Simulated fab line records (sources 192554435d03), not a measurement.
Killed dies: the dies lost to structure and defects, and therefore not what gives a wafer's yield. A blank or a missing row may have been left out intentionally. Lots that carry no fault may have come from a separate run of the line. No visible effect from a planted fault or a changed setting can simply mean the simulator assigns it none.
fab line records    flow n5-finfet
record lots=24  wafers=72  last-day=17
route steps=1938 shown BEOL_M4@1036
lots with no fault: from the same line, run without faults
start-h: start of the lot's first displayed wafer, in hours after the record's first day    wait-h: hours since the lot's step before    " unchanged from the row above    L1.1+2: several wafers, shown together as one row    - no value, or no start given    * or withheld: withheld    < > ~ a bound
route shown NAME@n: names a module that has steps shown in the file, with the first one's number in the route    usual: mean/standard deviation taken from wafers without a fault    same: alike in all rows    chamber/n: place in a boat    sites: per-site readings    _std_site: their standard deviation    _edge_site: inner sites' mean taken away from outer sites' mean    radius-mm: how far each site lies from the wafer's centre    mask NAME#n: copy n    behind: the most recent tool/chamber to have shaped the wafer    hold: what put the lot on hold/how long, in hours/how the hold closed    device: transistor that didn't switch, given as n, p or np    end of line: tests run on the same wafers once the route is complete    where a step has no rows: the recipe by itself    killed: not the wafer's yield, but the dies lost to structure and defects at the first sort    map: shows each die of a wafer: x if killed, . if not, _ if none is there
set.NAME: setting as actually run; set.NAME@STEP: the setting as run at that earlier step    model.NAME: the simulator's own value behind a step, which no gauge read
route steps across a sampled set of lots; one table per step, one row per wafer
services: from which hour (start-h, from the record's first day; less than 0 if before it) a tool's chamber was out of use, for how many hours, and why
## steps
# step N5_BEOL_M4_INSPECT_13
# recipe mode=adi  inspect-instrument=brightfield
# usual raw-defect-count=410/79
lot.wafer  tool               chamber  start-h  wait-h  raw-defect-count
L074.1     defect-inspect-02  -        154.85   0.1     607
L074.5     "                  -        "        "       491
L074.6     "                  -        "        "       458
L075.1     defect-inspect-01  -        170.08   0.1     388
L075.2     "                  -        "        "       458
L075.4     "                  -        "        "       353
L076.4     defect-inspect-01  -        172.03   0.0     413
L076.5     "                  -        "        "       323
L076.6     "                  -        "        "       339
L077.1     defect-inspect-01  -        172.41   0.1     438
L077.2     "                  -        "        "       387
L077.6     "                  -        "        "       493
L078.1     defect-inspect-01  -        179.99   0.1     306
L078.4     "                  -        "        "       346
L078.6     "                  -        "        "       417
L079.4     defect-inspect-01  -        186.73   0.0     507
L079.5     "                  -        "        "       565
L079.6     "                  -        "        "       334
L080.1     defect-inspect-02  -        196.79   0.1     462
L080.3     "                  -        "        "       425
L080.4     "                  -        "        "       386
L082.2     defect-inspect-02  -        201.60   0.0     495
L082.3     "                  -        "        "       416
L082.6     "                  -        "        "       599
L081.2     defect-inspect-01  -        204.39   0.0     317
L081.4     "                  -        "        "       379
L081.6     "                  -        "        "       318
L083.1     defect-inspect-02  -        208.14   0.1     506
L083.2     "                  -        "        "       361
L083.6     "                  -        "        "       479
L084.1     defect-inspect-02  -        209.51   0.1     372
L084.2     "                  -        "        "       553
L084.4     "                  -        "        "       513
L085.1     defect-inspect-01  -        220.72   0.1     305
L085.2     "                  -        "        "       255
L085.4     "                  -        "        "       350
L086.1     defect-inspect-02  -        234.52   0.1     392
L086.3     "                  -        "        "       370
L086.4     "                  -        "        "       475
L088.1     defect-inspect-01  -        236.43   0.1     487
L088.2     "                  -        "        "       409
L088.3     "                  -        "        "       386
L087.3     defect-inspect-02  -        236.60   0.0     392
L087.5     "                  -        "        "       546
L087.6     "                  -        "        "       432
L089.1     defect-inspect-02  -        254.92   0.1     396
L089.4     "                  -        "        "       460
L089.6     "                  -        "        "       368
L090.1     defect-inspect-01  -        260.87   0.1     510
L090.2     "                  -        "        "       377
L090.5     "                  -        "        "       323
L091.3     defect-inspect-02  -        263.31   0.0     404
L091.4     "                  -        "        "       374
L091.6     "                  -        "        "       461
L093.1     defect-inspect-01  -        267.13   0.1     345
L093.4     "                  -        "        "       483
L093.6     "                  -        "        "       499
L092.1     defect-inspect-01  -        268.19   0.1     287
L092.3     "                  -        "        "       363
L092.6     "                  -        "        "       327
L094.1     defect-inspect-02  -        275.54   0.1     356
L094.2     "                  -        "        "       357
L094.3     "                  -        "        "       335
L095.2     defect-inspect-01  -        278.30   0.0     407
L095.3     "                  -        "        "       421
L095.6     "                  -        "        "       595
L097.3     defect-inspect-01  -        292.29   0.0     434
L097.4     "                  -        "        "       403
L097.6     "                  -        "        "       328
L096.1     defect-inspect-01  -        294.33   0.1     542
L096.3     "                  -        "        "       365
L096.5     "                  -        "        "       313
# step N5_BEOL_M4_ETCH_63
# recipe chemistry=CF4  target=SiARC  target-depth-a=156  mask-material=CAR-EUV  time-s=26  ion-energy-ev=80  pressure-mtorr=40  source-w=545  bias-w=36  Ar_flow_sccm=100  cf4-flow-sccm=100  ends=cleared
# usual drypump-motor-current-A=5.6/0.42  etch-rf-on-time-s=25.8/0.36  oes-product-au=0.70/0.073  rf-vpp-V=184.3/1.2  showerhead-plenum-p-Torr=2.15/0.064  throttle-valve-pct=15.69/0.26
lot.wafer  tool         chamber  start-h  wait-h  drypump-motor-current-A  etch-rf-on-time-s  oes-product-au  rf-hours-counter-h  rf-vpp-V  showerhead-plenum-p-Torr  throttle-valve-pct
L074.1     rie-diel-01  3        155.25   0.0     6.2                      25.5               0.71            89                  184.2     2.24                      15.89
L074.5     "            0        "        "       5.9                      25.4               0.87            -                   184.2     2.20                      15.37
L074.6     "            1        "        "       6.1                      25.7               0.67            -                   183.3     2.08                      15.84
L075.1     rie-diel-01  0        170.17   0.0     6.0                      25.5               0.85            7                   183.5     2.19                      15.40
L075.2     "            1        "        "       6.1                      25.8               0.66            112                 184.2     2.07                      15.85
L075.4     "            2        "        "       5.6                      25.9               0.79            22                  186.8     2.27                      15.13
L076.4     rie-diel-04  0        172.22   0.0     5.5                      25.3               0.79            32                  184.6     2.18                      15.66
L076.5     "            1        "        "       4.7                      26.5               0.58            -                   182.5     2.12                      15.93
L076.6     "            0        "        "       5.5                      25.4               0.78            -                   184.6     2.18                      15.66
L077.1     rie-diel-01  1        172.72   0.0     6.0                      25.9               0.67            114                 184.4     2.07                      15.87
L077.2     "            3        "        "       6.2                      25.4               0.71            95                  186.2     2.24                      15.91
L077.6     "            1        "        "       6.0                      26.0               0.66            -                   185.9     2.07                      15.86
L078.1     rie-diel-01  3        180.08   0.0     6.2                      25.6               0.70            98                  184.7     2.24                      15.92
L078.4     "            1        "        "       6.1                      25.8               0.66            117                 181.9     2.07                      15.86
L078.6     "            2        "        "       5.6                      25.6               0.78            -                   185.1     2.27                      15.16
L079.4     rie-diel-04  0        186.81   0.0     5.5                      25.1               0.78            37                  185.1     2.18                      15.67
L079.5     "            0        "        "       5.5                      25.2               0.77            -                   185.5     2.18                      15.67
L079.6     "            1        "        "       4.7                      26.3               0.59            -                   183.5     2.12                      15.92
L080.1     rie-diel-04  3        196.87   0.0     5.4                      25.6               0.69            96                  183.1     2.16                      15.68
L080.3     "            0        "        "       5.5                      25.3               0.77            41                  185.5     2.18                      15.69
L080.4     "            2        "        "       5.7                      25.6               0.77            25                  184.8     2.18                      15.75
L082.2     rie-diel-02  0        201.69   0.0     5.6                      26.2               0.63            182                 185.0     2.13                      15.94
L082.3     "            2        "        "       5.0                      26.2               0.61            187                 182.0     2.04                      15.96
L082.6     "            1        "        "       5.3                      26.0               0.77            -                   184.3     2.10                      15.38
L081.2     rie-diel-01  3        204.48   0.0     6.2                      25.5               0.69            106                 185.2     2.23                      15.92
L081.4     "            0        "        "       5.9                      25.4               0.82            19                  184.0     2.19                      15.41
L081.6     "            3        "        "       6.2                      25.4               0.69            -                   186.5     2.24                      15.93
L083.1     rie-diel-02  3        208.22   0.0     4.9                      26.0               0.62            170                 185.0     2.14                      15.66
L083.2     "            0        "        "       5.6                      26.3               0.63            184                 182.9     2.13                      15.94
L083.6     "            3        "        "       4.9                      26.0               0.64            -                   185.8     2.14                      15.69
L084.1     rie-diel-01  0        209.60   0.0     5.9                      25.4               0.81            21                  184.6     2.19                      15.41
L084.2     "            3        "        "       6.2                      25.6               0.69            108                 184.8     2.23                      15.91
L084.4     "            1        "        "       6.1                      25.9               0.66            127                 183.1     2.07                      15.91
L085.1     rie-diel-04  2        220.81   0.0     5.6                      25.8               0.76            33                  184.0     2.18                      15.75
L085.2     "            1        "        "       4.8                      26.3               0.58            246                 183.7     2.11                      15.95
L085.4     "            0        "        "       5.5                      25.3               0.76            48                  183.8     2.18                      15.70
L086.1     rie-diel-02  2        234.82   0.0     5.0                      26.1               0.61            197                 183.5     2.04                      15.97
L086.3     "            0        "        "       5.6                      26.2               0.62            193                 183.4     2.13                      15.97
L086.4     "            3        "        "       4.9                      26.1               0.62            179                 184.1     2.14                      15.70
L088.1     rie-diel-01  0        236.63   0.0     5.9                      25.4               0.79            30                  182.9     2.19                      15.43
L088.2     "            3        "        "       6.2                      25.5               0.69            118                 185.7     2.23                      15.95
L088.3     "            1        "        "       6.0                      25.8               0.64            137                 183.7     2.07                      15.91
L087.3     rie-diel-04  2        236.74   0.0     5.6                      26.0               0.75            39                  184.4     2.17                      15.77
L087.5     "            3        "        "       5.4                      25.7               0.68            -                   186.3     2.16                      15.71
L087.6     "            0        "        "       5.5                      25.5               0.74            -                   184.5     2.17                      15.71
L089.1     rie-diel-04  2        255.01   0.0     5.7                      25.9               0.74            49                  185.4     2.17                      15.78
L089.4     "            0        "        "       5.5                      25.5               0.73            -                   184.2     2.17                      15.73
L089.6     "            3        "        "       5.4                      25.8               0.68            -                   184.5     2.15                      15.73
L090.1     rie-diel-01  2        260.96   0.0     5.6                      25.8               0.74            58                  185.5     2.26                      15.20
L090.2     "            0        "        "       5.9                      25.2               0.78            40                  182.9     2.18                      15.45
L090.5     "            1        "        "       6.1                      25.7               0.64            -                   183.0     2.06                      15.93
L091.3     rie-diel-04  0        263.96   0.0     5.5                      25.2               0.74            67                  185.0     2.17                      15.74
L091.4     "            3        "        "       5.4                      25.5               0.67            120                 183.2     2.15                      15.74
L091.6     "            2        "        "       5.6                      25.9               0.74            -                   185.0     2.17                      15.79
L093.1     rie-diel-02  0        267.38   0.0     5.6                      26.4               0.62            205                 184.5     2.13                      15.98
L093.4     "            2        "        "       5.0                      26.3               0.60            208                 182.8     2.04                      15.98
L093.6     "            2        "        "       5.1                      26.3               0.60            -                   181.9     2.04                      16.00
L092.1     rie-diel-01  0        268.27   0.0     5.9                      25.3               0.78            44                  184.5     2.18                      15.46
L092.3     "            1        "        "       6.1                      25.6               0.64            151                 182.7     2.06                      15.92
L092.6     "            0        "        "       5.9                      25.4               0.77            -                   185.1     2.18                      15.45
L094.1     rie-diel-02  3        275.87   0.0     4.9                      25.7               0.61            193                 182.9     2.13                      15.73
L094.2     "            0        "        "       5.6                      26.4               0.61            208                 184.9     2.12                      15.99
L094.3     "            2        "        "       5.0                      25.9               0.60            211                 181.8     2.04                      16.01
L095.2     rie-diel-04  3        278.38   0.0     5.4                      25.6               0.66            125                 184.3     2.15                      15.74
L095.3     "            1        "        "       4.7                      25.5               0.80            8                   183.9     2.11                      15.48
L095.6     "            3        "        "       5.4                      25.3               0.67            -                   183.1     2.15                      15.74
L097.3     rie-diel-02  0        293.10   0.0     5.6                      26.4               0.62            212                 183.2     2.12                      16.00
L097.4     "            3        "        "       4.9                      26.1               0.60            198                 184.3     2.13                      15.73
L097.6     "            0        "        "       5.6                      26.5               0.61            -                   184.3     2.12                      16.00
L096.1     rie-diel-01  1        294.77   0.0     6.1                      25.7               0.62            163                 182.6     2.06                      15.96
L096.3     "            0        "        "       5.9                      25.2               0.76            56                  184.6     2.18                      15.47
L096.5     "            0        "        "       5.9                      25.3               0.76            -                   182.7     2.18                      15.48
# step N5_BEOL_M4_STRIP_66
# recipe chemistry=CF4  resist=SiARC  power-w=300  bias-power-w=75  pressure-mtorr=50  cf4-flow-sccm=150  rf-frequency-hz=6e+07
# usual drypump-motor-current-A=5.6/0.42  oes-product-au=0.81/0.08  rf-vpp-V=271.4/1.4  showerhead-plenum-p-Torr=1.80/0.054  throttle-valve-pct=13.65/0.26
lot.wafer  tool         chamber  start-h  wait-h  drypump-motor-current-A  oes-product-au  rf-hours-counter-h  rf-vpp-V  showerhead-plenum-p-Torr  throttle-valve-pct
L074.1     rie-diel-01  3        155.41   0.0     6.2                      0.81            89                  272.5     1.88                      13.81
L074.5     "            0        "        "       5.9                      1.00            -                   271.7     1.84                      13.33
L074.6     "            1        "        "       6.1                      0.76            -                   269.4     1.74                      13.82
L075.1     rie-diel-01  0        170.33   0.0     5.9                      0.97            7                   270.3     1.84                      13.34
L075.2     "            1        "        "       6.1                      0.77            112                 270.8     1.74                      13.81
L075.4     "            2        "        "       5.6                      0.91            22                  273.5     1.90                      13.10
L076.4     rie-diel-04  0        172.38   0.0     5.5                      0.89            32                  273.3     1.83                      13.60
L076.5     "            1        "        "       4.7                      0.68            -                   270.2     1.78                      13.93
L076.6     "            0        "        "       5.5                      0.90            -                   272.8     1.83                      13.58
L077.1     rie-diel-01  1        172.88   0.0     6.1                      0.76            114                 270.4     1.74                      13.84
L077.2     "            3        "        "       6.2                      0.80            95                  272.7     1.87                      13.83
L077.6     "            1        "        "       6.1                      0.77            -                   270.1     1.74                      13.84
L078.1     rie-diel-01  3        180.24   0.0     6.2                      0.80            98                  274.0     1.87                      13.86
L078.4     "            1        "        "       6.1                      0.76            117                 268.5     1.74                      13.84
L078.6     "            2        "        "       5.6                      0.90            -                   274.9     1.90                      13.13
L079.4     rie-diel-04  0        186.97   0.0     5.5                      0.87            37                  271.4     1.83                      13.61
L079.5     "            0        "        "       5.5                      0.87            -                   273.3     1.83                      13.60
L079.6     "            1        "        "       4.8                      0.69            -                   271.2     1.78                      13.95
L080.1     rie-diel-04  3        197.03   0.0     5.4                      0.79            96                  272.2     1.81                      13.64
L080.3     "            0        "        "       5.5                      0.87            41                  271.4     1.82                      13.61
L080.4     "            2        "        "       5.7                      0.89            25                  272.2     1.83                      13.67
L082.2     rie-diel-02  0        201.85   0.0     5.6                      0.74            182                 270.9     1.79                      13.90
L082.3     "            2        "        "       5.0                      0.71            187                 269.6     1.71                      13.89
L082.6     "            1        "        "       5.3                      0.88            -                   269.4     1.76                      13.29
L081.2     rie-diel-01  3        204.64   0.0     6.2                      0.79            106                 273.4     1.87                      13.86
L081.4     "            0        "        "       5.9                      0.93            19                  271.5     1.84                      13.35
L081.6     "            3        "        "       6.2                      0.79            -                   272.6     1.87                      13.85
L083.1     rie-diel-02  3        208.38   0.0     4.9                      0.72            170                 270.6     1.79                      13.65
L083.2     "            0        "        "       5.6                      0.74            184                 270.2     1.79                      13.92
L083.6     "            3        "        "       4.9                      0.73            -                   270.5     1.79                      13.65
L084.1     rie-diel-01  0        209.76   0.0     5.9                      0.93            21                  271.6     1.84                      13.36
L084.2     "            3        "        "       6.2                      0.79            108                 272.9     1.87                      13.87
L084.4     "            1        "        "       6.1                      0.75            127                 269.9     1.74                      13.85
L085.1     rie-diel-04  2        220.97   0.0     5.7                      0.87            33                  273.4     1.83                      13.70
L085.2     "            1        "        "       4.8                      0.67            246                 270.1     1.78                      13.96
L085.4     "            0        "        "       5.5                      0.86            48                  271.9     1.82                      13.63
L086.1     rie-diel-02  2        234.98   0.0     5.0                      0.71            198                 269.8     1.71                      13.92
L086.3     "            0        "        "       5.6                      0.73            193                 271.7     1.78                      13.96
L086.4     "            3        "        "       4.9                      0.72            179                 271.5     1.79                      13.69
L088.1     rie-diel-01  0        236.79   0.0     5.9                      0.91            30                  273.1     1.83                      13.38
L088.2     "            3        "        "       6.2                      0.79            119                 272.9     1.87                      13.91
L088.3     "            1        "        "       6.1                      0.74            137                 269.4     1.74                      13.89
L087.3     rie-diel-04  2        236.90   0.0     5.6                      0.87            40                  271.5     1.83                      13.71
L087.5     "            3        "        "       5.4                      0.78            -                   272.8     1.81                      13.67
L087.6     "            0        "        "       5.5                      0.86            -                   271.7     1.82                      13.65
L089.1     rie-diel-04  2        255.17   0.0     5.7                      0.84            49                  270.2     1.82                      13.73
L089.4     "            0        "        "       5.5                      0.84            -                   272.5     1.82                      13.67
L089.6     "            3        "        "       5.4                      0.78            -                   269.4     1.80                      13.69
L090.1     rie-diel-01  2        261.12   0.0     5.6                      0.85            58                  272.5     1.89                      13.20
L090.2     "            0        "        "       5.9                      0.89            40                  272.2     1.83                      13.40
L090.5     "            1        "        "       6.1                      0.74            -                   269.9     1.73                      13.89
L091.3     rie-diel-04  0        264.12   0.0     5.5                      0.83            67                  271.4     1.82                      13.65
L091.4     "            3        "        "       5.4                      0.77            121                 271.1     1.80                      13.69
L091.6     "            2        "        "       5.6                      0.84            -                   272.2     1.82                      13.74
L093.1     rie-diel-02  0        267.54   0.0     5.6                      0.72            205                 271.8     1.78                      13.96
L093.4     "            2        "        "       5.0                      0.70            208                 269.5     1.70                      13.93
L093.6     "            2        "        "       5.0                      0.69            -                   270.9     1.70                      13.95
L092.1     rie-diel-01  0        268.43   0.0     5.9                      0.89            44                  271.1     1.83                      13.42
L092.3     "            1        "        "       6.1                      0.73            151                 270.5     1.73                      13.91
L092.6     "            0        "        "       5.9                      0.89            -                   271.5     1.83                      13.40
L094.1     rie-diel-02  3        276.03   0.0     4.9                      0.71            193                 271.0     1.79                      13.70
L094.2     "            0        "        "       5.6                      0.72            208                 271.3     1.78                      13.98
L094.3     "            2        "        "       5.0                      0.69            211                 269.8     1.70                      13.96
L095.2     rie-diel-04  3        278.54   0.0     5.4                      0.77            125                 272.9     1.80                      13.69
L095.3     "            1        "        "       4.7                      0.92            8                   270.8     1.77                      13.44
L095.6     "            3        "        "       5.4                      0.76            -                   271.5     1.80                      13.69
L097.3     rie-diel-02  0        293.26   0.0     5.6                      0.72            212                 271.2     1.78                      13.97
L097.4     "            3        "        "       4.9                      0.70            198                 271.2     1.79                      13.72
L097.6     "            0        "        "       5.6                      0.71            -                   271.1     1.78                      13.98
L096.1     rie-diel-01  1        294.93   0.0     6.1                      0.72            163                 270.0     1.73                      13.96
L096.3     "            0        "        "       5.9                      0.86            56                  271.4     1.83                      13.44
L096.5     "            0        "        "       5.9                      0.87            -                   273.1     1.83                      13.43
# step N5_BEOL_M4_DEGAS_44
# recipe ambient=vacuum  temp-c=250  time-s=60
# usual heater-power-w=314/17
lot.wafer  tool            chamber  start-h  wait-h  heater-power-w
L074.1     pvd-sputter-01  -        159.94   0.8     310
L074.5     "               -        "        "       328
L074.6     "               -        "        "       323
L075.1     pvd-sputter-01  -        174.51   0.2     309
L075.2     "               -        "        "       319
L075.4     "               -        "        "       316
L076.4     pvd-sputter-02  -        175.04   0.0     299
L076.5     "               -        "        "       336
L076.6     "               -        "        "       326
L077.1     pvd-sputter-03  -        179.46   0.5     310
L077.2     "               -        "        "       309
L077.6     "               -        "        "       297
L078.1     pvd-sputter-03  -        185.61   0.5     314
L078.4     "               -        "        "       317
L078.6     "               -        "        "       307
L079.4     pvd-sputter-02  -        191.60   0.4     331
L079.5     "               -        "        "       330
L079.6     "               -        "        "       299
L080.1     pvd-sputter-03  -        201.22   0.5     309
L080.3     "               -        "        "       342
L080.4     "               -        "        "       306
L082.2     pvd-sputter-01  -        210.09   0.6     325
L082.3     "               -        "        "       325
L082.6     "               -        "        "       333
L081.2     pvd-sputter-01  -        210.17   0.6     319
L081.4     "               -        "        "       326
L081.6     "               -        "        "       311
L083.1     pvd-sputter-01  -        212.70   1.5     325
L083.2     "               -        "        "       316
L083.6     "               -        "        "       300
L084.1     pvd-sputter-01  -        215.58   0.3     298
L084.2     "               -        "        "       316
L084.4     "               -        "        "       320
L085.1     pvd-sputter-01  -        231.03   0.9     304
L085.2     "               -        "        "       325
L085.4     "               -        "        "       324
L086.1     pvd-sputter-03  -        236.95   0.2     307
L086.3     "               -        "        "       301
L086.4     "               -        "        "       307
L088.1     pvd-sputter-03  -        239.87   0.5     308
L088.2     "               -        "        "       314
L088.3     "               -        "        "       308
L087.3     pvd-sputter-01  -        240.29   0.7     318
L087.5     "               -        "        "       330
L087.6     "               -        "        "       321
L089.1     pvd-sputter-02  -        259.71   0.3     330
L089.4     "               -        "        "       330
L089.6     "               -        "        "       275
L090.1     pvd-sputter-02  -        263.19   0.2     327
L090.2     "               -        "        "       329
L090.5     "               -        "        "       340
L091.3     pvd-sputter-03  -        268.01   0.7     340
L091.4     "               -        "        "       301
L091.6     "               -        "        "       302
L093.1     pvd-sputter-02  -        269.73   0.1     335
L093.4     "               -        "        "       270
L093.6     "               -        "        "       314
L092.1     pvd-sputter-03  -        272.19   0.6     313
L092.3     "               -        "        "       335
L092.6     "               -        "        "       312
L094.1     pvd-sputter-02  -        284.28   0.9     276
L094.2     "               -        "        "       334
L094.3     "               -        "        "       323
L095.2     pvd-sputter-01  -        287.75   0.3     327
L095.3     "               -        "        "       318
L095.6     "               -        "        "       324
L097.3     pvd-sputter-03  -        299.47   0.3     318
L097.4     "               -        "        "       310
L097.6     "               -        "        "       309
L096.1     pvd-sputter-02  -        299.75   0.3     302
L096.3     "               -        "        "       334
L096.5     "               -        "        "       295
# step N5_BEOL_M4_ANNEAL_49
# recipe temp-c=400  time-s=240  ambient=vacuum
# usual heater-power-w=785/39
lot.wafer  tool            chamber  start-h  wait-h  heater-power-w
L074.1     pvd-sputter-02  -        161.23   0.0     822
L074.5     "               -        "        "       721
L074.6     "               -        "        "       823
L075.1     pvd-sputter-01  -        175.16   0.0     782
L075.2     "               -        "        "       810
L075.4     "               -        "        "       786
L076.4     pvd-sputter-03  -        177.16   0.0     790
L076.5     "               -        "        "       851
L076.6     "               -        "        "       770
L077.1     pvd-sputter-02  -        180.34   0.0     820
L077.2     "               -        "        "       737
L077.6     "               -        "        "       810
L078.1     pvd-sputter-03  -        186.67   0.0     859
L078.4     "               -        "        "       748
L078.6     "               -        "        "       855
L079.4     pvd-sputter-02  -        192.42   0.0     722
L079.5     "               -        "        "       694
L079.6     "               -        "        "       817
L080.1     pvd-sputter-01  -        202.07   0.0     800
L080.3     "               -        "        "       758
L080.4     "               -        "        "       794
L082.2     pvd-sputter-03  -        210.83   0.0     771
L082.3     "               -        "        "       856
L082.6     "               -        "        "       845
L081.2     pvd-sputter-01  -        210.86   0.0     802
L081.4     "               -        "        "       815
L081.6     "               -        "        "       797
L083.1     pvd-sputter-01  -        213.44   0.0     808
L083.2     "               -        "        "       795
L083.6     "               -        "        "       785
L084.1     pvd-sputter-02  -        216.23   0.0     746
L084.2     "               -        "        "       784
L084.4     "               -        "        "       831
L085.1     pvd-sputter-02  -        231.77   0.0     698
L085.2     "               -        "        "       819
L085.4     "               -        "        "       815
L086.1     pvd-sputter-01  -        238.41   0.0     735
L086.3     "               -        "        "       801
L086.4     "               -        "        "       783
L088.1     pvd-sputter-03  -        240.53   0.0     788
L088.2     "               -        "        "       771
L088.3     "               -        "        "       773
L087.3     pvd-sputter-01  -        241.33   0.0     790
L087.5     "               -        "        "       801
L087.6     "               -        "        "       749
L089.1     pvd-sputter-01  -        260.44   0.0     797
L089.4     "               -        "        "       795
L089.6     "               -        "        "       802
L090.1     pvd-sputter-01  -        266.19   0.0     807
L090.2     "               -        "        "       804
L090.5     "               -        "        "       808
L091.3     pvd-sputter-01  -        269.21   0.0     741
L091.4     "               -        "        "       781
L091.6     "               -        "        "       785
L093.1     pvd-sputter-01  -        271.05   0.0     790
L093.4     "               -        "        "       789
L093.6     "               -        "        "       801
L092.1     pvd-sputter-01  -        273.27   0.0     750
L092.3     "               -        "        "       802
L092.6     "               -        "        "       781
L094.1     pvd-sputter-02  -        285.30   0.0     830
L094.2     "               -        "        "       825
L094.3     "               -        "        "       749
L095.2     pvd-sputter-01  -        288.40   0.0     785
L095.3     "               -        "        "       747
L095.6     "               -        "        "       796
L097.3     pvd-sputter-03  -        300.30   0.0     769
L097.4     "               -        "        "       780
L097.6     "               -        "        "       778
L096.1     pvd-sputter-02  -        300.51   0.0     828
L096.3     "               -        "        "       755
L096.5     "               -        "        "       810
# step N5_BEOL_M4_ANNEAL_80
# recipe temp-c=400  time-s=240  ambient=vacuum
# usual heater-power-w=788/39
lot.wafer  tool            chamber  start-h  wait-h  heater-power-w
L074.1     pvd-sputter-02  -        161.45   0.0     826
L074.5     "               -        "        "       761
L074.6     "               -        "        "       818
L075.1     pvd-sputter-01  -        175.38   0.0     821
L075.2     "               -        "        "       800
L075.4     "               -        "        "       809
L076.4     pvd-sputter-03  -        177.38   0.0     793
L076.5     "               -        "        "       847
L076.6     "               -        "        "       777
L077.1     pvd-sputter-02  -        180.56   0.0     823
L077.2     "               -        "        "       753
L077.6     "               -        "        "       819
L078.1     pvd-sputter-03  -        186.89   0.0     863
L078.4     "               -        "        "       796
L078.6     "               -        "        "       861
L079.4     pvd-sputter-02  -        192.64   0.0     723
L079.5     "               -        "        "       701
L079.6     "               -        "        "       832
L080.1     pvd-sputter-01  -        202.29   0.0     810
L080.3     "               -        "        "       775
L080.4     "               -        "        "       805
L082.2     pvd-sputter-03  -        211.05   0.0     782
L082.3     "               -        "        "       866
L082.6     "               -        "        "       852
L081.2     pvd-sputter-01  -        211.08   0.0     802
L081.4     "               -        "        "       807
L081.6     "               -        "        "       781
L083.1     pvd-sputter-01  -        213.66   0.0     789
L083.2     "               -        "        "       807
L083.6     "               -        "        "       760
L084.1     pvd-sputter-02  -        216.45   0.0     740
L084.2     "               -        "        "       812
L084.4     "               -        "        "       837
L085.1     pvd-sputter-02  -        231.99   0.0     683
L085.2     "               -        "        "       811
L085.4     "               -        "        "       828
L086.1     pvd-sputter-01  -        238.63   0.0     757
L086.3     "               -        "        "       779
L086.4     "               -        "        "       806
L088.1     pvd-sputter-03  -        240.75   0.0     757
L088.2     "               -        "        "       758
L088.3     "               -        "        "       787
L087.3     pvd-sputter-01  -        241.55   0.0     811
L087.5     "               -        "        "       804
L087.6     "               -        "        "       758
L089.1     pvd-sputter-01  -        260.66   0.0     798
L089.4     "               -        "        "       793
L089.6     "               -        "        "       804
L090.1     pvd-sputter-01  -        266.41   0.0     818
L090.2     "               -        "        "       800
L090.5     "               -        "        "       812
L091.3     pvd-sputter-01  -        269.43   0.0     746
L091.4     "               -        "        "       787
L091.6     "               -        "        "       788
L093.1     pvd-sputter-01  -        271.27   0.0     803
L093.4     "               -        "        "       804
L093.6     "               -        "        "       786
L092.1     pvd-sputter-01  -        273.49   0.0     763
L092.3     "               -        "        "       792
L092.6     "               -        "        "       787
L094.1     pvd-sputter-02  -        285.52   0.0     829
L094.2     "               -        "        "       823
L094.3     "               -        "        "       754
L095.2     pvd-sputter-01  -        288.62   0.0     784
L095.3     "               -        "        "       760
L095.6     "               -        "        "       795
L097.3     pvd-sputter-03  -        300.52   0.0     752
L097.4     "               -        "        "       784
L097.6     "               -        "        "       775
L096.1     pvd-sputter-02  -        300.73   0.0     797
L096.3     "               -        "        "       755
L096.5     "               -        "        "       807
## services
tool         chamber  start-h  hours  kind
rie-diel-02  0        180.49   4.4    repair
rie-diel-02  -        220.78   2.3    repair
rie-diel-04  1        229.53   -      clean
rie-diel-04  1        229.53   -      consumable-replace:focus-ring
rie-diel-04  1        229.53   26.2   scheduled-down
rie-diel-04  1        229.53   26.2   vent-cycle
rie-diel-01  3        270.15   5.9    repair
rie-diel-01  2        285.76   10.5   repair
## key
fault none
